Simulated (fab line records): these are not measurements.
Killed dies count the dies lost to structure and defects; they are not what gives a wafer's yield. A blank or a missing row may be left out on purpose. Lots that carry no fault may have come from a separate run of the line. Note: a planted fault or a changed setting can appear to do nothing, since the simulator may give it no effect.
Matching of chambers || flow n5_finfet || pecvd-04 running N5_BEOL_M0_SAQP_PECVD_03: 3 sister chambers
The step deposits SiCN from 3MS/NH3, target thk 12 nm, time 21.1 s. 6 wafers are shown with their chamber, then 7 later ones without.

== WAFERS WITH THEIR CHAMBER ==
{"wafer": "L082.2", "chamber": 0, "throttle_valve_pct (%)": 8.7, "showerhead_plenum_p_Torr (Torr)": 3.675}
{"wafer": "L082.6", "chamber": 2, "throttle_valve_pct (%)": 8.2, "showerhead_plenum_p_Torr (Torr)": 3.663}
{"wafer": "L087.3", "chamber": 0, "throttle_valve_pct (%)": 8.7, "showerhead_plenum_p_Torr (Torr)": 3.685}
{"wafer": "L087.5", "chamber": 2, "throttle_valve_pct (%)": 8.3, "showerhead_plenum_p_Torr (Torr)": 3.671}
{"wafer": "L089.1", "chamber": 1, "throttle_valve_pct (%)": 9.5, "showerhead_plenum_p_Torr (Torr)": 3.672}
{"wafer": "L089.3", "chamber": 1, "throttle_valve_pct (%)": 9.2, "showerhead_plenum_p_Torr (Torr)": 3.665}

== WAFERS WITH NO CHAMBER GIVEN ==
{"wafer": "L089.6", "throttle_valve_pct (%)": 9.5, "showerhead_plenum_p_Torr (Torr)": 3.676}
{"wafer": "L090.1", "throttle_valve_pct (%)": 9.3, "showerhead_plenum_p_Torr (Torr)": 3.671}
{"wafer": "L090.3", "throttle_valve_pct (%)": 9.4, "showerhead_plenum_p_Torr (Torr)": 3.662}
{"wafer": "L090.5", "throttle_valve_pct (%)": 8.6, "showerhead_plenum_p_Torr (Torr)": 3.665}
{"wafer": "L095.1", "throttle_valve_pct (%)": 8.7, "showerhead_plenum_p_Torr (Torr)": 3.685}
{"wafer": "L095.4", "throttle_valve_pct (%)": 8.7, "showerhead_plenum_p_Torr (Torr)": 3.667}
{"wafer": "L095.6", "throttle_valve_pct (%)": 8.6, "showerhead_plenum_p_Torr (Torr)": 3.670}

== WHICH CHAMBER EACH WENT THROUGH ==
{"wafer": "L089.6", "from the rows above": 1, "in truth": 1}
{"wafer": "L090.1", "from the rows above": 1, "in truth": 1}
{"wafer": "L090.3", "from the rows above": 1, "in truth": 1}
{"wafer": "L090.5", "from the rows above": "can't be placed: 0 or 2", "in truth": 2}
{"wafer": "L095.1", "from the rows above": 0, "in truth": 0}
{"wafer": "L095.4", "from the rows above": "can't be placed: 0 or 2", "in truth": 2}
{"wafer": "L095.6", "from the rows above": "can't be placed: 0 or 2", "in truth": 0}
Placed correctly: 4 of 7. Can't be placed from these rows: 3 (the true chamber is among the candidates in 3). Placed wrongly: 0.
How it was worked out, from the rows above alone: a wafer's distance from a chamber is the root of the sum, over the readings, of the square of ((its reading less the chamber's mean) divided by the reading's scatter). The wafer belongs to the nearest chamber; if the next one is less than 2 further off, it can't be placed. For every chamber, the mean is computed from those of its wafers that are shown. The scatter: take each reading less its chamber's mean, square it, sum over the shown wafers, divide by the number of wafers less the number of chambers, and take the root.
